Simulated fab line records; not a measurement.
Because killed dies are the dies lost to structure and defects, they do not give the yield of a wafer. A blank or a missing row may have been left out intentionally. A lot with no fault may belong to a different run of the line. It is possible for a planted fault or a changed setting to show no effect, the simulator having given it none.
Chamber matching	flow nand harc	NHARC_A_ZERO_WELL_DESCUM_12 on rie diel-10: 4 sister chambers
The step chemistry O2, time 3 s. 8 wafers are shown with their chamber, then 12 later ones without.

== WAFERS, EACH WITH ITS CHAMBER ==
wafer	chamber	showerhead plenum p Torr (Torr)	drypump motor current A (A)
L081.4	1	2.04	5.9
L086.5	3	2.00	5.2
L086.1	0	1.83	5.7
L086.3	1	2.04	5.9
L086.6	2	2.05	6.3
L091.1	0	1.83	5.6
L091.2	2	2.05	6.3
L091.5	3	1.99	5.2

== WAFERS WITHOUT THEIR CHAMBER ==
wafer	showerhead plenum p Torr (Torr)	drypump motor current A (A)
L090.2	2.05	6.3
L090.4	2.00	5.2
L090.6	1.83	5.6
L090.1	2.04	5.9
L090.3	1.83	5.6
L090.5	1.99	5.2
L093.2	1.99	5.2
L093.4	1.83	5.7
L093.5	1.83	5.6
L097.1	1.99	5.2
L097.2	1.83	5.6
L097.5	1.83	5.7

== EACH ONE'S CHAMBER ==
wafer	from the rows above	in truth
L090.2	2	2
L090.4	3	3
L090.6	0	0
L090.1	1	1
L090.3	0	0
L090.5	3	3
L093.2	3	3
L093.4	0	0
L093.5	0	0
L097.1	3	3
L097.2	0	0
L097.5	0	0
12 of 12 placed correctly. Number that these rows cannot place: 0. 0 placed wrongly.
How it was worked out, from the rows above alone: a wafer's distance from a chamber is the root of the sum, over the readings, of the square of ((its reading less the chamber's mean) divided by the reading's scatter). The wafer belongs to the nearest chamber; if the next one is less than 2 further off, it can't be placed. The mean given for a chamber averages the wafers shown for that chamber. How the scatter is found: for the shown wafers, subtract from each reading the mean of its chamber, square and add these, divide the total by (wafers less chambers), then take the root.
